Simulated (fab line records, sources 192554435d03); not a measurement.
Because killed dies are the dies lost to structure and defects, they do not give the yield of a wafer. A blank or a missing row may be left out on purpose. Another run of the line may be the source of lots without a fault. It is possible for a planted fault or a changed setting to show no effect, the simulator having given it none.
fab line records	flow n5_finfet
record lots=7	wafers=20	last_day=19
route steps=1938 shown BEOL_M3@1004 BEOL_M4@1111 PASSIVATION@1936
lots that met no fault: taken from a fault-free run of the same line
start_h: start of the lot's first displayed wafer, in hours after the record's first day	wait_h: hours from the lot's prior step to this one	" same as the row above	L1.1+2: several wafers, shown together as one row	- no value, or no start was given	* or withheld: withheld	< > ~ a bound
route shown NAME@n: names a module that has steps shown in the file, with the first one's number in the route	usual: average and standard deviation across the fault-free wafers	same: alike in all rows	chamber/n: place in a boat	sites: per-site readings	_std_site: the values' standard deviation	_edge_site: the outer-site mean with the inner-site mean subtracted	radius_mm: how far each site lies from the wafer's centre	mask NAME#n: copy n	behind: the most recent tool/chamber to have shaped the wafer	hold: what put the lot on hold/how long, in hours/how the hold closed	device: the n, p or np transistor that did not switch	end of line: at the end of the route, the tests of the same wafers	a step given without rows: its recipe and nothing more	killed: dies that structure and defects cost at the first sort, which is not the same as the wafer's yield	map: a wafer's dies, marking killed ones x, the rest . and places with no die _
set.NAME: the setting that was run; set.NAME@STEP: the one run at that earlier step	model.NAME: the simulator's own value behind a step, which no gauge read
certain route steps with their lots: each step a table, each wafer a row
services: when a tool's chamber went out of use (start_h, in hours from the record's first day, below 0 if earlier), for how many hours, and the reason
## steps
# step N5_BEOL_M3_SPUTTER_90
# recipe material=Cu	target_thk_a=45	temp_c=-20	chamber_pressure_pa=0.07	power_w=withheld	time_s=8.29
# usual chuck_sensor_temp_C=-15.8/0.48	throttle_valve_pct=30.3/0.97
lot.wafer	tool	chamber	start_h	wait_h	chuck_sensor_temp_C	throttle_valve_pct
L844.3	pvd_sputter-01	-	190.54	0.1	-15.7	28.0
L844.4	"	-	"	"	-15.3	30.2
L844.5	"	-	"	"	-16.6	30.5
L847.1	pvd_sputter-01	-	208.57	0.1	-16.5	30.6
L847.2	"	-	"	"	-15.2	30.0
L847.4	"	-	"	"	-15.2	30.2
L848.1	pvd_sputter-02	-	213.14	0.1	-15.1	31.8
L848.2	"	-	"	"	-15.8	30.2
L848.4	"	-	"	"	-15.5	29.9
L857.1	pvd_sputter-02	-	272.32	0.1	-16.2	29.7
L857.6	"	-	"	"	-16.3	29.4
L858.2	pvd_sputter-03	-	286.06	0.1	-16.0	29.7
L858.4	"	-	"	"	-16.1	30.1
L858.6	"	-	"	"	-15.8	31.4
L860.3	pvd_sputter-02	-	294.38	0.1	-16.5	29.8
L860.4	"	-	"	"	-15.4	30.0
L860.6	"	-	"	"	-16.3	29.6
L862.1	pvd_sputter-01	-	305.33	0.1	-15.2	30.3
L862.4	"	-	"	"	-15.2	30.0
L862.5	"	-	"	"	-16.5	30.7
# step N5_BEOL_M3_ANNEAL_91
# recipe temp_c=400	time_s=240	ambient=vacuum
# step N5_BEOL_M3_SPUTTER_92
# recipe material=Cu	target_thk_a=45	temp_c=-20	chamber_pressure_pa=0.07	power_w=withheld	time_s=8.29
# step N5_BEOL_M3_ANNEAL_93
# recipe temp_c=400	time_s=240	ambient=vacuum
# usual heater_power_w=843/84
lot.wafer	tool	chamber	start_h	wait_h	heater_power_w
L844.3	pvd_sputter-01	-	190.84	0.0	840
L844.4	"	-	"	"	706
L844.5	"	-	"	"	884
L847.1	pvd_sputter-01	-	208.87	0.0	864
L847.2	"	-	"	"	812
L847.4	"	-	"	"	726
L848.1	pvd_sputter-02	-	213.44	0.0	892
L848.2	"	-	"	"	1002
L848.4	"	-	"	"	879
L857.1	pvd_sputter-02	-	272.62	0.0	786
L857.6	"	-	"	"	776
L858.2	pvd_sputter-03	-	286.36	0.0	950
L858.4	"	-	"	"	924
L858.6	"	-	"	"	804
L860.3	pvd_sputter-02	-	294.68	0.0	762
L860.4	"	-	"	"	862
L860.6	"	-	"	"	779
L862.1	pvd_sputter-01	-	305.63	0.0	721
L862.4	"	-	"	"	804
L862.5	"	-	"	"	907
# step N5_BEOL_M3_SPUTTER_94
# recipe material=Cu	target_thk_a=45	temp_c=-20	chamber_pressure_pa=0.07	power_w=withheld	time_s=8.29
# step N5_BEOL_M3_ANNEAL_95
# recipe temp_c=400	time_s=240	ambient=vacuum
# usual heater_power_w=841/84
lot.wafer	tool	chamber	start_h	wait_h	heater_power_w
L844.3	pvd_sputter-01	-	191.06	0.0	830
L844.4	"	-	"	"	715
L844.5	"	-	"	"	896
L847.1	pvd_sputter-01	-	209.09	0.0	894
L847.2	"	-	"	"	814
L847.4	"	-	"	"	726
L848.1	pvd_sputter-02	-	213.66	0.0	894
L848.2	"	-	"	"	989
L848.4	"	-	"	"	867
L857.1	pvd_sputter-02	-	272.84	0.0	752
L857.6	"	-	"	"	751
L858.2	pvd_sputter-03	-	286.58	0.0	946
L858.4	"	-	"	"	923
L858.6	"	-	"	"	790
L860.3	pvd_sputter-02	-	294.90	0.0	748
L860.4	"	-	"	"	863
L860.6	"	-	"	"	769
L862.1	pvd_sputter-01	-	305.85	0.0	719
L862.4	"	-	"	"	805
L862.5	"	-	"	"	888
# step N5_BEOL_M3_SPUTTER_96
# recipe material=Cu	target_thk_a=45	temp_c=-20	chamber_pressure_pa=0.07	power_w=withheld	time_s=8.29
# step N5_BEOL_M3_ECD_50
# recipe material=Cu	target_thk_a=3000
# step N5_BEOL_M3_ANNEAL_51
# recipe temp_c=225	time_s=90	ambient=N2
# usual wafer_temp_C_max=225.93/0.25
lot.wafer	tool	chamber	start_h	wait_h	wafer_temp_C_max
L844.3	rtp_anneal-02	0	191.49	0.1	226.15
L844.4	"	0	"	"	225.84
L844.5	"	0	"	"	226.05
L847.1	rtp_anneal-02	0	209.49	0.1	226.26
L847.2	"	0	"	"	225.90
L847.4	"	0	"	"	226.40
L848.1	rtp_anneal-01	0	214.17	0.2	225.78
L848.2	"	0	"	"	225.62
L848.4	"	0	"	"	225.85
L857.1	rtp_anneal-02	0	273.18	0.1	225.91
L857.6	"	0	"	"	226.42
L858.2	rtp_anneal-02	0	286.96	0.1	225.66
L858.4	"	0	"	"	225.75
L858.6	"	0	"	"	225.85
L860.3	rtp_anneal-01	0	295.41	0.2	225.59
L860.4	"	0	"	"	225.62
L860.6	"	0	"	"	225.38
L862.1	rtp_anneal-01	0	308.94	2.8	225.87
L862.4	"	0	"	"	225.88
L862.5	"	0	"	"	226.06
# step N5_BEOL_M3_CMP_52
# recipe stop_on=SiOC	t_overpolish_s=6.8	down_force_psi=1	platen_rpm=50	clearing_platen_down_force_psi=1.5	clearing_platen_rpm=50	post_cmp_clean=cu_alkaline	target_thk_nm=40	clearing_platen_pad_velocity_m_s=0.99484	pad_velocity_m_s=0.99484
# usual barrier_field_endpoint_s=24.9/0.66	motor_current_A=6.2/0.74	overpolish_run_s=6.800/0.0094	time_to_endpoint_s=62/3.2
lot.wafer	tool	chamber	start_h	wait_h	barrier_field_endpoint_s	motor_current_A	overpolish_run_s	time_to_endpoint_s
L844.4	cmp-02	3	191.69	0.1	23.8	7.1	6.800	56
L844.3	"	1	"	"	25.1	6.1	6.821	61
L844.5	"	0	"	"	25.0	6.7	6.800	58
L847.1	cmp-01	0	209.79	0.3	25.7	7.0	6.798	66
L847.2	"	1	"	"	24.9	5.3	6.810	62
L847.4	"	2	"	"	25.3	5.3	6.793	64
L848.2	cmp-01	0	214.47	0.2	25.3	7.1	6.798	64
L848.4	"	1	"	"	24.6	5.0	6.783	60
L848.1	"	2	"	"	24.8	5.5	6.793	63
L857.1	cmp-04	3	273.55	0.3	24.8	6.1	6.784	62
L857.6	"	1	"	"	25.5	6.8	6.785	66
L858.4	cmp-01	2	287.25	0.2	25.7	5.1	6.807	64
L858.2	"	3	"	"	26.1	6.4	6.787	66
L858.6	"	1	"	"	25.3	5.3	6.804	60
L860.3	cmp-01	0	295.66	0.2	26.3	7.0	6.807	67
L860.4	"	2	"	"	25.4	5.4	6.801	66
L860.6	"	0	"	"	25.7	7.3	6.792	67
L862.4	cmp-04	0	309.23	0.1	24.1	5.0	6.805	57
L862.1	"	1	"	"	25.1	7.0	6.802	63
L862.5	"	0	"	"	24.1	4.9	6.815	57
# step N5_BEOL_M3_THK_MEAS_53
# recipe thk_meas_gauge=xrf	reads=Cu_of_BEOL_M3_ECD_50
# usual M3_THK=39.9/1.4
lot.wafer	tool	chamber	start_h	wait_h	M3_THK[nm]
L844.3	film_metro-02	-	191.99	-	39.5
L844.4	"	-	"	"	39.1
L844.5	"	-	"	"	39.6
L847.1	film_metro-01	-	210.08	-	41.0
L847.2	"	-	"	"	38.1
L847.4	"	-	"	"	41.8
L848.1	film_metro-01	-	214.77	-	41.1
L848.2	"	-	"	"	40.7
L848.4	"	-	"	"	38.6
L857.1	film_metro-02	-	273.77	-	36.9
L857.6	"	-	"	"	40.3
L858.2	film_metro-01	-	287.51	-	37.6
L858.4	"	-	"	"	40.0
L858.6	"	-	"	"	40.6
L860.3	film_metro-01	-	295.92	-	40.8
L860.4	"	-	"	"	41.0
L860.6	"	-	"	"	40.6
L862.1	film_metro-02	-	309.53	-	37.8
L862.4	"	-	"	"	39.0
L862.5	"	-	"	"	38.6
# step N5_BEOL_M3_PRE_CLEAN_60
# recipe gas=NH3/H2	time_s=15	temp_c=*	rf_power_w=300
# step N5_BEOL_M3_CO_CAP_55
# recipe material=Co	target_thk_a=20	temp_c=200	precursor=CCTBA/H2	pressure_torr=30	time_s=102.1
# usual chamber_pressure_Torr=30.00/0.069	heater_power_w=242/23	run_length_s=124.8/0.44
lot.wafer	tool	chamber	start_h	wait_h	chamber_pressure_Torr	heater_power_w	run_length_s	model.Co_of_BEOL_M3_CO_CAP_55.thk_nm
L844.3	cvd_co-01	2	192.07	0.0	30.00	263	124.9	1.8
L844.4	"	1	"	"	29.93	273	125.3	2
L844.5	"	0	"	"	30.02	230	125.1	1.8
L847.1	cvd_co-02	0	210.16	0.0	30.02	234	124.1	2
L847.2	"	1	"	"	29.99	211	124.8	2
L847.4	"	2	"	"	30.01	229	125.1	2.2
L848.1	cvd_co-01	1	214.91	0.0	29.98	282	125.0	2
L848.2	"	0	"	"	30.01	233	124.6	2
L848.4	"	2	"	"	29.91	270	124.6	1.8
L857.1	cvd_co-02	2	273.85	0.0	29.84	229	124.6	1.8
L857.6	"	2	"	"	29.97	230	66.8	1
L858.2	cvd_co-02	1	287.58	0.0	30.02	211	125.2	2
L858.4	"	1	"	"	29.93	217	66.4	1
L858.6	"	2	"	"	30.02	232	66.1	1
L860.3	cvd_co-02	2	295.99	0.0	29.92	226	125.3	2
L860.4	"	1	"	"	30.01	213	66.7	1
L860.6	"	2	"	"	29.93	230	66.7	0.8
L862.1	cvd_co-01	1	309.61	0.0	30.02	273	124.7	2
L862.4	"	1	"	"	30.06	277	124.7	2
L862.5	"	2	"	"	30.03	265	124.6	2
# step N5_BEOL_M3_PRE_CLEAN_56
# recipe gas=NH3	time_s=15	temp_c=withheld	rf_power_w=300
# step N5_BEOL_M4_RC_MEAS_101
# usual DIBL_N=36.6/1.9	DIBL_P=36.7/2.2	IOFF_N=0.16/0.035	IOFF_P=0.22/0.038	ION_N=672/14	ION_P=462/8.3	SS_N=71.6/0.65	SS_P=73.5/0.72	VT_N=250/3.5	VT_P=-250/3.1
lot.wafer	tool	chamber	start_h	wait_h	DIBL_N[mV/V]	DIBL_P[mV/V]	IOFF_N[nA/um]	IOFF_P[nA/um]	ION_N[uA/um]	ION_P[uA/um]	SS_N[mV/dec]	SS_P[mV/dec]	VT_N[mV]	VT_P[mV]
L844.3	prober-02	0	208.00	0.3	33.2	32.8	0.11	0.14	642	438	70.5	72.1	260	-257
L844.4	"	0	"	"	37.0	37.2	0.17	0.20	656	449	71.0	73.1	250	-254
L844.5	"	0	"	"	34.8	35.1	0.12	0.17	637	447	70.9	73.4	259	-257
L847.1	prober-01	0	236.85	0.0	38.4	38.8	0.20	0.22	678	456	72.8	73.3	245	-251
L847.2	"	0	"	"	39.2	40.2	0.22	0.25	703	469	71.9	73.7	246	-251
L847.4	"	0	"	"	40.0	40.8	0.23	0.26	682	458	73.2	74.5	245	-248
L848.1	prober-01	0	238.46	0.0	37.5	37.2	0.16	0.23	672	461	71.6	73.0	251	-250
L848.2	"	0	"	"	34.7	34.3	0.12	0.17	664	463	71.3	72.4	255	-253
L848.4	"	0	"	"	36.8	36.2	0.15	0.21	670	461	71.6	72.9	250	-251
L857.1	prober-02	0	293.14	0.0	36.2	37.9	0.19	0.24	674	467	71.5	74.5	246	-247
L857.6	"	0	"	"	37.3	38.7	0.21	0.25	683	468	72.3	74.0	245	-246
L858.2	prober-02	0	301.75	0.2	36.4	35.5	0.15	0.19	677	462	71.3	73.3	253	-254
L858.4	"	0	"	"	40.1	40.6	0.25	0.28	683	460	72.1	74.9	243	-248
L858.6	"	0	"	"	38.5	37.8	0.19	0.21	700	470	72.1	74.3	247	-253
L860.3	prober-01	0	319.41	0.3	37.1	38.1	0.17	0.23	690	473	71.7	74.3	249	-248
L860.4	"	0	"	"	38.6	38.7	0.18	0.24	666	459	72.2	74.4	252	-248
L860.6	"	0	"	"	37.3	36.9	0.15	0.21	660	452	71.0	74.1	254	-250
L862.1	prober-02	0	319.66	0.0	36.6	36.0	0.16	0.23	682	472	71.7	72.4	248	-246
L862.4	"	0	"	"	36.7	35.6	0.17	0.23	688	464	71.3	73.1	247	-248
L862.5	"	0	"	"	37.7	38.1	0.19	0.28	692	478	71.9	73.1	246	-244
# step N5_PASSIVATION_PROBE_49
# usual defect_limited_yield=91.6/1.4	killed_at_M0_to_M3=35/10	killed_at_M4_up=13/4.8	killed_at_contacts=12/7.2	killed_at_front_end=36/12	killed_at_other=4/3.1	killed_dies=100/17	killed_open=66/13	killed_short=32/7.3	sort_bin_5_function=5.0/0.94	sort_bin_6_memory=3.1/0.67	sort_bin_8_speed=0.01/0.047	sort_n_pass=1080/17	sort_yield_pct=91.6/1.4
# same gross_dies=1180	killed_at_back_side=0	sort_bin_4_leakage[%]=0
lot.wafer	tool	chamber	start_h	wait_h	defect_limited_yield[%]	killed_at_M0_to_M3	killed_at_M4_up	killed_at_contacts	killed_at_front_end	killed_at_other	killed_dies	killed_open	killed_short	sort_bin_5_function[%]	sort_bin_6_memory[%]	sort_bin_8_speed[%]	sort_n_pass	sort_yield_pct[%]
L847.1	prober-01	-	356.78	0.0	92.5	23	9	12	38	7	89	58	30	3.9	3.4	0	1091	92.5
L847.2	prober-01	-	356.83	0.1	91.6	29	20	12	36	2	99	62	37	4.7	3.6	0	1081	91.6
L847.4	prober-01	-	356.93	0.2	92.4	25	10	9	42	4	90	57	33	4.2	3.1	0	1090	92.4
L857.1	prober-01	-	409.14	0.0	89.8	60	11	14	34	1	120	80	40	5.7	4.2	0	1060	89.8
L857.6	prober-01	-	409.39	0.3	92.3	27	12	13	38	1	91	63	28	4.2	3.0	0	1089	92.3
L858.2	prober-02	-	428.03	0.1	91.9	47	14	5	28	1	95	67	27	4.8	3.1	0	1085	91.9
L858.4	prober-02	-	428.13	0.2	92.3	22	11	11	42	5	91	63	28	4.2	3.3	0	1089	92.3
L858.6	prober-02	-	428.23	0.3	91.9	44	16	8	25	3	96	71	24	5.0	3.0	0	1084	91.9
L860.3	prober-02	-	438.64	0.1	95.1	22	8	3	20	5	58	35	22	2.4	2.2	0	1122	95.1
L860.4	prober-02	-	438.69	0.2	91.4	43	20	12	25	2	102	73	29	5.2	3.4	0	1078	91.4
L860.6	prober-02	-	438.79	0.3	94.3	24	9	13	19	2	67	42	25	2.7	2.9	0	1113	94.3
# killed by level:class
L847.1 MOL_CONTACT_COAG:geometric_particle:open=11 STI_FIN_REVEAL:geometric_particle:open=8 FIN_SAQP:geometric_particle:short=7 BEOL_M0_SAQP:geometric_particle:short=5 BEOL_M1:geometric_particle:open=5 FIN_SAQP:geometric_particle:open=4 DUMMY_GATE:geometric_particle:open=4 BEOL_M0_SAQP:geometric_particle:open=4
L847.2 STI_FIN_REVEAL:geometric_particle:open=17 BEOL_M4:geometric_particle:open=9 MOL_CONTACT_COAG:geometric_particle:open=8 BEOL_M0_SAQP:geometric_particle:short=8 BEOL_M1:geometric_particle:open=8 STARTING-WAFER:geometric_particle:short=4 FIN_SAQP:geometric_particle:open=4 MOL_CONTACT_COAG:geometric_particle:short=4
L847.4 FIN_SAQP:geometric_particle:open=13 BEOL_M0_SAQP:geometric_particle:short=12 STI_FIN_REVEAL:geometric_particle:open=10 BEOL_M0_SAQP:geometric_particle:open=7 MOL_CONTACT_COAG:geometric_particle:open=6 FIN_SAQP:geometric_particle:short=3 MOL_CONTACT_COAG:geometric_particle:short=3 BEOL_M1:geometric_particle:open=3
L857.1 BEOL_M0_SAQP:geometric_particle:open=23 BEOL_M0_SAQP:geometric_particle:short=14 BEOL_M3:geometric_particle:open=11 MOL_CONTACT_COAG:geometric_particle:open=10 STI_FIN_REVEAL:geometric_particle:open=9 BEOL_M3:geometric_particle:short=8 GATE_CUT:geometric_particle:short=5 DUMMY_GATE:geometric_particle:open=4
L857.6 STI_FIN_REVEAL:geometric_particle:open=15 MOL_CONTACT_COAG:geometric_particle:open=11 BEOL_M0_SAQP:geometric_particle:open=10 BEOL_M0_SAQP:geometric_particle:short=7 GATE_CUT:geometric_particle:open=3 GATE_CUT:geometric_particle:short=3 BEOL_M3:geometric_particle:open=3 BEOL_M3:geometric_particle:short=3
L858.2 BEOL_M2:geometric_particle:open=16 BEOL_M3:geometric_particle:open=12 BEOL_M0_SAQP:geometric_particle:short=7 STI_FIN_REVEAL:geometric_particle:open=6 GATE_CUT:geometric_particle:short=5 MOL_CONTACT_COAG:geometric_particle:open=5 BEOL_M0_SAQP:geometric_particle:open=4 BEOL_M5:geometric_particle:short=4
L858.4 STI_FIN_REVEAL:geometric_particle:open=16 MOL_CONTACT_COAG:geometric_particle:open=9 BEOL_M2:geometric_particle:open=6 STI_FIN_REVEAL:geometric_particle:short=5 BEOL_M0_SAQP:geometric_particle:open=5 FIN_SAQP:geometric_particle:open=4 GATE_CUT:geometric_particle:open=4 BEOL_M5:geometric_particle:open=4
L858.6 BEOL_M2:geometric_particle:open=16 BEOL_M0_SAQP:geometric_particle:open=7 BEOL_M3:geometric_particle:open=7 FIN_SAQP:geometric_particle:open=6 BEOL_M2:geometric_particle:short=6 MOL_CONTACT_COAG:geometric_particle:open=6 BEOL_M4:geometric_particle:open=6 STI_FIN_REVEAL:geometric_particle:open=5
L860.3 BEOL_M2:geometric_particle:open=13 FIN_SAQP:geometric_particle:short=6 STI_FIN_REVEAL:geometric_particle:open=3 GATE_CUT:geometric_particle:short=3 MOL_CONTACT_COAG:geometric_particle:open=3 BEOL_M0_SAQP:geometric_particle:short=3 PASS1_DEP:geometric_particle:short=3 FIN_SAQP:geometric_particle:open=2
L860.4 MOL_CONTACT_COAG:geometric_particle:open=11 BEOL_M1:geometric_particle:open=10 FIN_SAQP:geometric_particle:short=8 FIN_SAQP:geometric_particle:open=7 BEOL_M2:geometric_particle:open=7 BEOL_M0_SAQP:geometric_particle:short=6 BEOL_M0_SAQP:geometric_particle:open=6 BEOL_M4:geometric_particle:open=6
L860.6 BEOL_M0_SAQP:geometric_particle:open=8 MOL_CONTACT_COAG:geometric_particle:open=7 BEOL_M0_SAQP:geometric_particle:short=7 STI_FIN_REVEAL:geometric_particle:open=6 MOL_CONTACT_COAG:geometric_particle:short=6 FIN_SAQP:geometric_particle:short=5 BEOL_M5:geometric_particle:open=5 BEOL_M2:geometric_particle:open=3
## services
tool	chamber	start_h	hours	kind
cmp-01	-	167.81	0.7	repair
pvd_sputter-02	-	168.67	3.0	repair
cvd_co-01	-	172.67	4.3	pm
cmp-04	-	172.74	4.0	pm
cmp-04	-	176.74	-	consumable_replace:conditioner
cmp-04	-	176.74	-	consumable_replace:pad
cmp-04	-	189.57	3.7	pm
cmp-02	-	194.05	4.0	pm
cmp-02	-	198.05	-	consumable_replace:conditioner
cmp-02	-	198.05	-	consumable_replace:pad
cvd_co-02	-	214.02	0.4	repair
cmp-01	-	239.06	4.0	pm
cmp-01	-	243.06	-	consumable_replace:conditioner
cmp-01	-	243.06	-	consumable_replace:pad
cmp-01	-	248.53	5.0	repair
cvd_co-01	2	254.90	3.5	repair
cvd_co-02	-	255.23	0.4	repair
cmp-01	-	263.05	14.3	pm
pvd_sputter-01	-	272.01	0.5	repair
rtp_anneal-02	-	294.48	22.1	pm
cmp-04	-	296.05	0.3	repair
cmp-01	-	300.84	1.5	repair
cvd_co-02	-	305.78	6.9	pm
## key
first_sign step=N5_BEOL_M3_CO_CAP_55	reading=run_length_s	direction=down	sigmas=99+	usual=*	struck=*
effect none on later readings
model_effect step=N5_BEOL_M3_CO_CAP_55	value=Co_of_BEOL_M3_CO_CAP_55.thk_nm	without=2.08	struck=0.96
met_at N5_BEOL_M3_CO_CAP_55
struck_wafers L857.6,L858.4,L858.6,L860.4,L860.6
onset_between 210.16 273.85
fault kind=process_parameter_drift	tool=cvd_co-02	chamber=-	onset_h=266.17	steps=N5_BEOL_M3_CO_CAP_55	channel=time_s	offset=*	shape=step	end_h=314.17	scope=struck_wafers_only	acts_in=*	stated=*
